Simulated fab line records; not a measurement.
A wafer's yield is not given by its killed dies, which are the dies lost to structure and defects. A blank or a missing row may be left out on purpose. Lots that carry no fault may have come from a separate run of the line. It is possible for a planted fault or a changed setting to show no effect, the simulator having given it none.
fab line records	flow nand_harc
[record] lots = 7	wafers = 21	last_day = 23
route steps=1159 shown P_M0@259 END@1159
lots that met no fault: from a run of the same line without faults
start_h: hours from the record's opening day to when the first of the lot's shown wafers began	wait_h: hours since the lot's step before	" unchanged from the row above	L1.1+2: one row covering several wafers at once	- no value present, or no start provided	* or withheld: withheld	< > ~ a bound
route shown NAME@n: NAME is a module with steps in the file, n the number in the route of the first one	usual: mean/standard deviation of fault-free wafers	same: alike in all rows	chamber/n: place in a boat	sites: the reading at each site	_std_site: how widely they spread, as a standard deviation	_edge_site: the outer-site mean with the inner-site mean subtracted	radius_mm: how far each site lies from the wafer's centre	mask NAME#n: copy n	behind: tool/chamber where the wafer was last shaped	hold: what put the lot on hold/how long, in hours/how the hold closed	device: transistor that didn't switch, given as n, p or np	end of line: at the end of the route, the tests of the same wafers	a step given without rows: its recipe and nothing more	killed: count of dies lost to structure and defects at first sort (not the wafer's yield)	map: the dies of a wafer, with x for killed, . for not killed, _ for no die there
set.NAME: setting as actually run; set.NAME@STEP: the setting as run at that earlier step	model.NAME: the simulator's own value behind a step, which no gauge read
certain route steps with their lots: each step a table, each wafer a row
services: a tool's chamber out of use, with start hour (start_h, from the record's first day; less than 0 if before it), hours out, and reason
[[steps]]
[step NHARC_P_M0_EBR_05]
[step NHARC_P_M0_EXPOSE_06]
[recipe] na = 1.35	target_cd_nm = 90	dose_mj = 81.28	mask_id = P_M0
[step NHARC_P_M0_PEB_07]
[recipe] peb_temp_c = 100	peb_time_s = 65
[step NHARC_P_M0_DEVELOP_08]
[recipe] develop_time_s = 35	dev_temp_c = 23
[step NHARC_P_M0_CD_MEAS_09]
[recipe] target_cd_nm = 90	landing_energy_ev = 500
[usual] cd_nm = 90.1/0.64
lot.wafer	tool	chamber	start_h	wait_h	cd_nm
L213.1	cd_sem-01	0	160.03	-	90.7
L213.2	"	0	"	"	90.7
L213.5	"	0	"	"	90.5
L214.1	cd_sem-01	0	164.66	-	90.8
L214.3	"	0	"	"	90.2
L214.4	"	0	"	"	90.4
L215.2	cd_sem-02	0	165.46	-	90.3
L215.3	"	0	"	"	89.1
L215.5	"	0	"	"	90.2
L216.2	cd_sem-01	0	175.70	-	90.1
L216.4	"	0	"	"	89.9
L216.5	"	0	"	"	90.4
L224.1	cd_sem-03	0	221.19	-	89.5
L224.3	"	0	"	"	88.9
L224.4	"	0	"	"	89.4
L225.2	cd_sem-03	0	221.74	-	89.8
L225.3	"	0	"	"	89.8
L225.4	"	0	"	"	90.8
L226.1	cd_sem-02	0	226.03	-	90.3
L226.4	"	0	"	"	90.1
L226.5	"	0	"	"	90.3
[step NHARC_P_M0_OVL_MEAS_10]
[recipe] pitch_nm = 180
[usual] overlay_x_nm = -0.2/1	overlay_y_nm = 0.0/0.89
lot.wafer	tool	chamber	start_h	wait_h	overlay_x_nm	overlay_y_nm
L213.1	overlay-02	-	160.12	-	-0.3	0.3
L213.2	"	-	"	"	-0.1	-0.2
L213.5	"	-	"	"	0.2	-0.5
L214.1	overlay-02	-	164.75	-	0.3	0.0
L214.3	"	-	"	"	1.0	-0.6
L214.4	"	-	"	"	1.1	-0.7
L215.2	overlay-01	-	165.55	-	-2.0	1.5
L215.3	"	-	"	"	-1.5	1.5
L215.5	"	-	"	"	-2.2	1.9
L216.2	overlay-01	-	175.79	-	1.5	1.0
L216.4	"	-	"	"	0.9	0.9
L216.5	"	-	"	"	0.8	1.1
L224.1	overlay-02	-	221.28	-	-0.9	0.0
L224.3	"	-	"	"	-1.0	0.3
L224.4	"	-	"	"	-1.3	0.2
L225.2	overlay-02	-	221.83	-	0.0	0.3
L225.3	"	-	"	"	-0.2	-0.7
L225.4	"	-	"	"	-0.1	-0.2
L226.1	overlay-02	-	226.12	-	-0.4	0.6
L226.4	"	-	"	"	-0.3	0.6
L226.5	"	-	"	"	-0.5	1.1
[step NHARC_P_M0_INSPECT_11]
[usual] raw_defect_count = 4.1/2.2
lot.wafer	tool	chamber	start_h	wait_h	raw_defect_count
L213.1	defect_inspect-02	-	160.15	0.0	9
L213.2	"	-	"	"	8
L213.5	"	-	"	"	5
L214.1	defect_inspect-01	-	164.78	0.0	1
L214.3	"	-	"	"	6
L214.4	"	-	"	"	2
L215.2	defect_inspect-01	-	165.58	0.0	5
L215.3	"	-	"	"	3
L215.5	"	-	"	"	5
L216.2	defect_inspect-01	-	175.82	0.0	5
L216.4	"	-	"	"	3
L216.5	"	-	"	"	1
L224.1	defect_inspect-01	-	221.32	0.0	3
L224.3	"	-	"	"	3
L224.4	"	-	"	"	3
L225.2	defect_inspect-02	-	221.87	0.0	1
L225.3	"	-	"	"	1
L225.4	"	-	"	"	2
L226.1	defect_inspect-02	-	226.15	0.0	3
L226.4	"	-	"	"	3
L226.5	"	-	"	"	5
[step NHARC_P_M0_DESCUM_14]
[recipe] time_s = 3	o2_flow_sccm = 200	ar_flow_sccm = 0	bias_power_w = 0	chemistry = O2
[usual] drypump_motor_current_A = 5.7/0.3	oes_product_au = 1.001/0.0097	rf_vpp_V = 57.7/0.94	showerhead_plenum_p_Torr = 1.92/0.098	throttle_valve_pct = 11.311/0.0077
[same] time_s = 3
lot.wafer	tool	chamber	start_h	wait_h	drypump_motor_current_A	oes_product_au	rf_hours_counter_h	rf_vpp_V	showerhead_plenum_p_Torr	throttle_valve_pct
L213.1	rie_diel-10	0	160.21	0.1	5.4	1.014	11	58.1	1.84	11.316
L213.2	"	3	"	"	6.2	1.011	8	58.8	1.85	11.321
L213.5	"	0	"	"	5.4	0.996	-	56.2	1.84	11.314
L214.1	rie_diel-03	2	164.84	0.1	5.5	1.020	8	57.4	1.84	11.319
L214.3	"	0	"	"	5.7	1.017	8	57.4	2.03	11.309
L214.4	"	3	"	"	6.0	0.999	-	57.4	1.79	11.324
L215.2	rie_diel-03	2	165.64	0.1	5.5	1.007	8	58.1	1.84	11.308
L215.3	"	3	"	"	6.0	0.987	7	55.9	1.79	11.305
L215.5	"	0	"	"	5.8	0.997	-	58.2	2.03	11.322
L216.4	rie_diel-05	0	175.88	0.1	6.1	0.995	0	59.7	1.95	11.310
L216.2	"	3	"	"	5.3	1.021	0	57.6	1.79	11.313
L216.5	"	1	"	"	5.7	1.003	-	58.2	1.95	11.312
L224.1	rie_diel-10	2	221.39	0.1	5.6	0.991	3	57.3	2.06	11.321
L224.4	"	3	"	"	6.3	0.994	3	57.2	1.85	11.305
L224.3	"	1	"	"	5.3	0.986	4	58.1	1.94	11.298
L225.3	rie_diel-05	0	221.97	0.1	6.1	1.000	3	57.1	1.95	11.316
L225.4	"	1	"	"	5.7	0.997	3	58.0	1.95	11.306
L225.2	"	3	"	"	5.3	0.996	3	56.0	1.79	11.313
L226.4	rie_diel-05	1	226.21	0.1	5.7	1.005	3	59.4	1.95	11.313
L226.1	"	2	"	"	5.5	1.003	4	58.4	2.06	11.321
L226.5	"	2	"	"	5.4	1.002	-	59.5	2.06	11.321
[step NHARC_P_M0_ETCH_34]
[recipe] target_depth_a = 400	overetch_a = 120	time_s = 43.94	ion_energy_ev = 200	n2_flow_sccm = 150	h2_flow_sccm = 150	ar_flow_sccm = 0	rf_w = 400	bias_w = 150	chemistry = N2/H2
[usual] drypump_motor_current_A = 5.7/0.31	oes_product_au = 1.003/0.0083	rf_vpp_V = 431/3.1	showerhead_plenum_p_Torr = 2.05/0.11	throttle_valve_pct = 14.171/0.009
[same] time_s = 43.94
lot.wafer	tool	chamber	start_h	wait_h	drypump_motor_current_A	oes_product_au	rf_hours_counter_h	rf_vpp_V	showerhead_plenum_p_Torr	throttle_valve_pct
L213.1	rie_diel-10	0	160.30	0.1	5.4	1.001	11	427	1.95	14.172
L213.2	"	1	"	"	5.2	0.997	10	431	2.07	14.161
L213.5	"	1	"	"	5.2	1.000	-	432	2.07	14.169
L214.1	rie_diel-03	2	164.95	0.1	5.5	1.020	8	428	1.96	14.171
L214.3	"	3	"	"	6.0	1.002	7	427	1.91	14.173
L214.4	"	0	"	"	5.8	1.011	-	433	2.17	14.177
L215.2	rie_diel-03	2	165.75	0.1	5.5	1.026	8	429	1.96	14.178
L215.3	"	0	"	"	5.8	1.003	8	433	2.17	14.182
L215.5	"	0	"	"	5.8	1.005	-	435	2.17	14.177
L216.2	rie_diel-05	0	175.97	0.1	6.0	0.994	0	431	2.08	14.179
L216.4	"	1	"	"	5.7	1.012	0	431	2.08	14.179
L216.5	"	0	"	"	6.0	0.984	-	431	2.08	14.159
L224.1	rie_diel-10	2	221.48	0.1	5.6	1.000	3	434	2.20	14.175
L224.3	"	0	"	"	5.4	0.993	4	428	1.95	14.165
L224.4	"	1	"	"	5.3	0.984	4	432	2.07	14.183
L225.3	rie_diel-05	2	222.05	0.1	5.5	0.997	4	435	2.20	14.195
L225.4	"	3	"	"	5.3	1.006	3	426	1.90	14.156
L225.2	"	0	"	"	6.0	0.992	3	432	2.08	14.180
L226.4	rie_diel-05	2	226.31	0.1	5.5	1.000	4	435	2.20	14.184
L226.1	"	0	"	"	6.0	0.995	3	432	2.08	14.160
L226.5	"	1	"	"	5.7	1.016	-	431	2.08	14.183
[step NHARC_P_M0_ETCH_15]
[recipe] target_depth_a = 1500	overetch_a = 150	time_s = 82.5	c4f8_flow_sccm = withheld	ar_flow_sccm = 400	rf_w = 600	bias_w = 300	chemistry = C4F8/Ar
[usual] oes_product_au = 0.957/0.021	rf_vpp_V = 441/3.2
[same] time_s = 82.5
lot.wafer	tool	chamber	start_h	wait_h	oes_product_au	rf_hours_counter_h	rf_vpp_V
L213.1	rie_diel-10	0	-	-	0.922	11	438
L213.2	"	3	"	"	0.962	8	439
L213.5	"	0	"	"	0.923	-	440
L214.1	rie_diel-03	2	-	-	0.936	8	439
L214.3	"	3	"	"	0.929	7	436
L214.4	"	0	"	"	0.937	-	444
L215.3	rie_diel-03	3	-	-	0.926	7	436
L215.2	"	0	"	"	0.938	8	444
L215.5	"	2	"	"	0.943	-	439
L216.4	rie_diel-05	2	-	-	0.976	0	446
L216.2	"	3	"	"	0.985	0	436
L216.5	"	2	"	"	0.983	-	445
L224.1	rie_diel-10	1	-	-	0.953	4	441
L224.4	"	2	"	"	0.967	4	447
L224.3	"	3	"	"	0.963	3	436
L225.3	rie_diel-05	2	-	-	0.944	4	446
L225.2	"	0	"	"	0.935	3	443
L225.4	"	1	"	"	0.937	3	442
L226.1	rie_diel-05	1	-	-	0.959	3	444
L226.4	"	3	"	"	0.973	3	436
L226.5	"	0	"	"	0.971	-	442
[step NHARC_P_M0_CD_MEAS_16]
[usual] cd_nm = 90.1/0.78
lot.wafer	tool	chamber	start_h	wait_h	cd_nm
L213.1	cd_sem-01	-	160.51	-	89.9
L213.2	"	-	"	"	89.5
L213.5	"	-	"	"	91.1
L214.1	cd_sem-02	-	165.19	-	91.0
L214.3	"	-	"	"	90.9
L214.4	"	-	"	"	90.1
L215.2	cd_sem-01	-	165.99	-	90.0
L215.3	"	-	"	"	89.9
L215.5	"	-	"	"	90.3
L216.2	cd_sem-01	-	176.19	-	91.2
L216.4	"	-	"	"	89.1
L216.5	"	-	"	"	91.4
L224.1	cd_sem-01	-	221.69	-	90.4
L224.3	"	-	"	"	89.8
L224.4	"	-	"	"	89.0
L225.2	cd_sem-03	-	222.28	-	89.7
L225.3	"	-	"	"	88.5
L225.4	"	-	"	"	90.3
L226.1	cd_sem-01	-	226.51	-	89.6
L226.4	"	-	"	"	89.9
L226.5	"	-	"	"	89.4
[step NHARC_P_M0_STRIP_18]
[recipe] power_w = 1000	n2_flow_sccm = 150	h2_flow_sccm = 150	ar_flow_sccm = 0	bias_w = 0	chemistry = N2/H2
[usual] chamber_pressure_mTorr = 29.999/0.026	drypump_motor_current_A = 5.6/0.31	oes_product_au = 1.001/0.0093	rf_vpp_V = 90.8/1.1	showerhead_plenum_p_Torr = 2.06/0.11	throttle_valve_pct = 14.171/0.0085
[same] bias_w = 0
lot.wafer	tool	chamber	start_h	wait_h	chamber_pressure_mTorr	drypump_motor_current_A	oes_product_au	rf_hours_counter_h	rf_vpp_V	showerhead_plenum_p_Torr	throttle_valve_pct
L213.1	rie_diel-05	3	160.62	0.1	30.006	5.3	0.984	11	90.1	1.91	14.179
L213.2	"	1	"	"	30.020	5.7	1.009	13	91.6	2.08	14.169
L213.5	"	3	"	"	30.001	5.3	0.996	-	89.1	1.91	14.170
L214.1	rie_diel-10	1	165.26	0.1	30.015	5.2	1.005	10	91.1	2.07	14.175
L214.3	"	2	"	"	29.998	5.6	1.000	10	91.9	2.20	14.184
L214.4	"	3	"	"	29.993	6.3	1.009	8	89.7	1.97	14.156
L215.2	rie_diel-03	0	166.09	0.1	30.047	5.8	1.009	8	92.2	2.17	14.177
L215.3	"	2	"	"	30.006	5.4	1.019	8	91.5	1.96	14.166
L215.5	"	2	"	"	29.979	5.5	1.011	-	90.3	1.96	14.167
L216.2	rie_diel-03	2	176.26	0.1	29.981	5.5	1.022	8	90.6	1.96	14.181
L216.4	"	3	"	"	29.997	6.0	1.006	7	88.6	1.91	14.175
L216.5	"	3	"	"	29.981	6.0	1.007	-	90.2	1.91	14.187
L224.3	rie_diel-10	3	221.76	0.1	30.025	6.2	0.985	3	92.0	1.97	14.177
L224.1	"	0	"	"	29.977	5.4	0.997	4	89.9	1.95	14.171
L224.4	"	2	"	"	30.012	5.6	0.997	4	91.9	2.20	14.190
L225.2	rie_diel-05	1	222.38	0.1	29.992	5.7	1.017	3	91.5	2.08	14.174
L225.3	"	2	"	"	29.988	5.5	1.000	4	91.1	2.20	14.172
L225.4	"	3	"	"	30.021	5.3	1.005	3	91.3	1.90	14.182
L226.4	rie_diel-10	2	226.61	0.1	29.997	5.6	1.001	4	90.2	2.20	14.177
L226.1	"	3	"	"	29.987	6.3	1.000	4	89.3	1.97	14.164
L226.5	"	1	"	"	29.992	5.3	0.984	-	91.2	2.07	14.157
[step NHARC_P_M0_STRIP_19]
[recipe] time_s = 600	temp_c = 30	chemistry = post_etch_residue_remover
[usual] bath_heat_duty_pct = 13.4/1.7	run_length_s = 603.5/0.91	time_s = 600/0
lot.wafer	tool	chamber	start_h	wait_h	bath_heat_duty_pct	run_length_s	time_s
L213.2	wet_bench-03	0	160.88	-	16.0	603.8	600
L213.5	"	1	"	"	11.2	604.2	600
L213.1	"	3	"	"	16.1	603.9	600
L214.3	wet_bench-03	1	165.54	-	-	-	-
L214.1	"	3	"	"	-	-	-
L214.4	"	5	"	"	-	-	-
L215.5	wet_bench-03	4	166.39	-	-	-	-
L215.3	"	6	"	"	-	-	-
L215.2	"	0	"	"	-	-	-
L216.5	wet_bench-01	5	176.55	-	-	-	-
L216.4	"	6	"	"	-	-	-
L216.2	"	7	"	"	-	-	-
L224.4	wet_bench-03	7	222.06	-	17.2	601.7	600
L224.1	"	2	"	"	12.0	603.2	600
L224.3	"	3	"	"	15.4	602.7	600
L225.3	wet_bench-05	4	222.64	-	13.1	604.2	600
L225.4	"	5	"	"	14.0	603.9	600
L225.2	"	0	"	"	14.1	603.4	600
L226.5	wet_bench-01	7	226.86	-	12.9	602.7	600
L226.4	"	2	"	"	11.3	603.3	600
L226.1	"	4	"	"	15.7	602.7	600
[step NHARC_P_M0_DEGAS_28]
[recipe] temp_c = 250	time_s = 60
[usual] heater_power_w = 342/23
[same] time_s = 60
lot.wafer	tool	chamber	start_h	wait_h	heater_power_w
L213.1	pvd_sputter-03	-	161.14	-	325
L213.2	"	-	"	"	342
L213.5	"	-	"	"	330
L214.4	pvd_sputter-02	-	165.80	0.2	368
L214.3	"	-	"	"	321
L214.1	"	-	"	"	334
L215.2	pvd_sputter-02	-	166.67	0.2	332
L215.3	"	-	"	"	366
L215.5	"	-	"	"	366
L216.2	pvd_sputter-01	-	176.80	0.2	355
L216.4	"	-	"	"	358
L216.5	"	-	"	"	308
L224.1	pvd_sputter-01	-	222.35	-	393
L224.4	"	-	"	"	347
L224.3	"	-	"	"	317
L225.2	pvd_sputter-01	-	222.90	-	383
L225.3	"	-	"	"	351
L225.4	"	-	"	"	358
L226.4	pvd_sputter-03	-	227.18	-	336
L226.1	"	-	"	"	327
L226.5	"	-	"	"	347
[step NHARC_END_SORT_01]
[recipe] temp_c = 25
[usual] defect_limited_yield = 95.6/1.4	killed_at_array = 25/9.2	killed_at_other = 0.8/1.2	killed_at_periphery = 3.9/2.6	killed_dies = 30/9.7	killed_open = 3.4/1.9	killed_short = 2.0/1.4	sort_bin_2_pct = 1.4/0.62	sort_bin_3_pct = 0.24/0.2	sort_bin_4_pct = 2.8/0.92	sort_n_pass = 647/9.7	sort_rim_yield_pct = 94/3.3	sort_yield_pct = 95.6/1.4
[same] gross_dies = 677	sort_bin_5_pct[%] = 0	sort_bin_6_pct[%] = 0	sort_bin_7_pct[%] = 0	sort_bin_8_pct[%] = 0	sort_rim_n_gross = 106.00
lot.wafer	tool	chamber	start_h	wait_h	defect_limited_yield[%]	killed_at_array	killed_at_other	killed_at_periphery	killed_dies	killed_open	killed_short	sort_bin_2_pct[%]	sort_bin_3_pct[%]	sort_bin_4_pct[%]	sort_n_pass	sort_rim_yield_pct[%]	sort_yield_pct[%]
L213.1	prober-01	0	491.07	2.5	95.7	24	0	5	29	4	1	1.2	0.30	2.8	648	93	95.7
L213.2	prober-01	0	491.86	2.8	96.3	19	1	5	25	2	1	1.2	0.30	2.2	652	97	96.3
L213.5	prober-01	0	494.25	3.7	95.9	23	0	5	28	8	4	0.7	0	3.4	649	95	95.9
L216.2	prober-01	0	499.86	2.8	96.6	21	0	2	23	4	4	0.4	0.30	2.7	654	93	96.6
L216.4	prober-01	0	501.45	3.4	95.1	26	0	7	33	6	0	1.0	0.15	3.7	644	91	95.1
L216.5	prober-01	0	502.25	3.7	94.8	29	0	6	35	5	2	1.6	0	3.5	642	96	94.8
L225.2	prober-01	0	544.74	2.8	95.0	25	3	6	34	6	3	1.9	0.15	3.0	643	94	95.0
L225.3	prober-01	0	545.54	3.1	94.8	30	3	2	35	1	5	1.0	0	4.1	642	92	94.8
L225.4	prober-01	0	546.34	3.4	95.3	31	0	1	32	2	1	1.2	0.15	3.4	645	98	95.3
L226.1	prober-01	0	551.75	2.5	96.6	22	0	1	23	6	3	1.2	0.15	2.1	654	97	96.6
L226.4	prober-01	0	554.16	3.4	97.3	16	0	2	18	3	2	1.2	0	1.5	659	97	97.3
L226.5	prober-01	0	554.97	3.7	98.1	12	0	1	13	3	2	0.7	0	1.2	664	97	98.1
// killed by level:class
L213.1 A_CHANNEL_HOLE_D1:chamber_film_flake=9 P_ZERO_WELL:chamber_film_flake=3 A_ZERO_WELL:chamber_film_flake=3 A_STAIRCASE:chamber_film_flake=3 A_M0:geometric_particle:open=2 A_SLIT:chamber_film_flake=2 A_CONTACT:chamber_film_flake=2 A_ONON_D1:geometric_particle:short=1
L213.2 A_CHANNEL_HOLE_D1:chamber_film_flake=7 A_STAIRCASE:chamber_film_flake=5 P_ZERO_WELL:chamber_film_flake=4 A_WL_FILL:chamber_film_flake=2 A_CONTACT:chamber_film_flake=2 A_BLC:geometric_particle:open=1 A_M0:geometric_particle:open=1 P_GATE:chamber_film_flake=1
L213.5 A_CHANNEL_HOLE_D1:chamber_film_flake=4 A_STAIRCASE:chamber_film_flake=3 A_CONTACT:chamber_film_flake=3 A_ONON_D1:geometric_particle:open=2 A_CHANNEL_FILL_D1:geometric_particle:short=2 A_M0:geometric_particle:open=2 P_ZERO_WELL:chamber_film_flake=2 P_GATE:geometric_particle:open=1
L216.2 A_CHANNEL_HOLE_D1:chamber_film_flake=9 A_CONTACT:geometric_particle:open=4 A_STAIRCASE:chamber_film_flake=2 A_SLIT:chamber_film_flake=2 A_ONON_D1:geometric_particle:short=1 A_CHANNEL_FILL_D1:geometric_particle:short=1 A_SGD_CUT:geometric_particle:short=1 A_CONTACT:geometric_particle:short=1
L216.4 A_CHANNEL_HOLE_D1:chamber_film_flake=12 A_STAIRCASE:chamber_film_flake=5 A_CONTACT:chamber_film_flake=4 P_M0:chamber_film_flake=3 A_ZERO_WELL:chamber_film_flake=2 P_GATE:geometric_particle:open=1 P_CONTACT:geometric_particle:open=1 P_M0:geometric_particle:open=1
L216.5 A_CHANNEL_HOLE_D1:chamber_film_flake=15 P_M0:chamber_film_flake=4 A_CHANNEL_FILL_D1:geometric_particle:open=3 A_STAIRCASE:chamber_film_flake=3 A_CONTACT:chamber_film_flake=3 A_ZERO_WELL:chamber_film_flake=2 P_CONTACT:geometric_particle:open=1 P_M1:geometric_particle:open=1
L225.2 A_CHANNEL_HOLE_D1:chamber_film_flake=15 A_STAIRCASE:chamber_film_flake=6 THIN_TSV:chamber_film_flake=3 P_CONTACT:geometric_particle:open=2 P_STI:geometric_particle:open=1 P_GATE:geometric_particle:open=1 P_M0:geometric_particle:open=1 P_M2:geometric_particle:open=1
L225.3 A_CHANNEL_HOLE_D1:chamber_film_flake=16 A_STAIRCASE:chamber_film_flake=9 A_CHANNEL_FILL_D1:geometric_particle:short=3 THIN_TSV:chamber_film_flake=3 P_STI:geometric_particle:short=1 P_CONTACT:geometric_particle:open=1 A_ONON_D1:geometric_particle:short=1 A_CHANNEL_FILL_D1:chamber_film_flake=1
L225.4 A_CHANNEL_HOLE_D1:chamber_film_flake=23 A_STAIRCASE:chamber_film_flake=6 P_M0:geometric_particle:open=1 A_ONON_D1:geometric_particle:short=1 A_WL_FILL:geometric_particle:open=1
L226.1 A_CHANNEL_HOLE_D1:chamber_film_flake=7 A_WL_FILL:chamber_film_flake=4 A_CONTACT:geometric_particle:open=3 A_WL_FILL:geometric_particle:open=2 A_WL_FILL:geometric_particle:short=2 A_ZERO_WELL:chamber_film_flake=2 P_M0:geometric_particle:open=1 A_CHANNEL_HOLE_D1:geometric_particle:short=1
L226.4 A_CHANNEL_HOLE_D1:chamber_film_flake=5 A_CONTACT:chamber_film_flake=5 P_GATE:geometric_particle:open=1 P_M1:geometric_particle:open=1 A_CHANNEL_FILL_D1:geometric_particle:short=1 A_SGD_CUT:geometric_particle:short=1 A_BLC:geometric_particle:open=1 A_STAIRCASE:chamber_film_flake=1
L226.5 A_CHANNEL_HOLE_D1:chamber_film_flake=6 A_WL_FILL:geometric_particle:short=2 P_CONTACT:geometric_particle:open=1 A_CHANNEL_FILL_D1:geometric_particle:open=1 A_WL_FILL:geometric_particle:open=1 A_WL_FILL:chamber_film_flake=1 A_CONTACT:chamber_film_flake=1
[[services]]
tool	chamber	start_h	hours	kind
rie_diel-05	0	142.60	-	clean
rie_diel-05	1	142.60	-	clean
rie_diel-05	2	142.60	-	clean
rie_diel-05	3	142.60	-	clean
wet_bench-03	-	146.40	8.0	pm
rie_diel-03	1	157.87	9.1	repair
pvd_sputter-01	-	158.00	10.0	pm
rie_diel-05	-	163.60	9.0	pm
rie_diel-05	0	163.60	9.0	vent_cycle
rie_diel-05	1	163.60	9.0	vent_cycle
rie_diel-05	2	163.60	9.0	vent_cycle
rie_diel-05	3	163.60	9.0	vent_cycle
rie_diel-05	0	172.60	-	clean
rie_diel-05	1	172.60	-	clean
rie_diel-05	2	172.60	-	clean
rie_diel-05	3	172.60	-	clean
rie_diel-10	-	176.50	9.0	pm
wet_bench-05	-	196.81	8.0	pm
rie_diel-05	0	197.10	-	clean
rie_diel-05	1	197.10	-	clean
rie_diel-05	3	211.44	2.6	repair
wet_bench-01	-	213.61	8.0	pm
pvd_sputter-02	-	214.04	10.0	pm
rie_diel-03	-	215.30	9.0	pm
[[key]]
[first_sign] step = NHARC_P_M0_STRIP_19	reading = tool_record	direction = missing
effect none on later readings
met_at NHARC_P_M0_STRIP_19
struck_wafers L214.1,L214.3,L214.4,L215.2,L215.3,L215.5,L216.2,L216.4,L216.5
onset_between 160.88 165.54
[fault] kind = skipped_step_whole	tool = wet_bench-01,wet_bench-03	chamber = -	onset_h = 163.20	steps = NHARC_P_M0_STRIP_19	scope = struck_lots_only
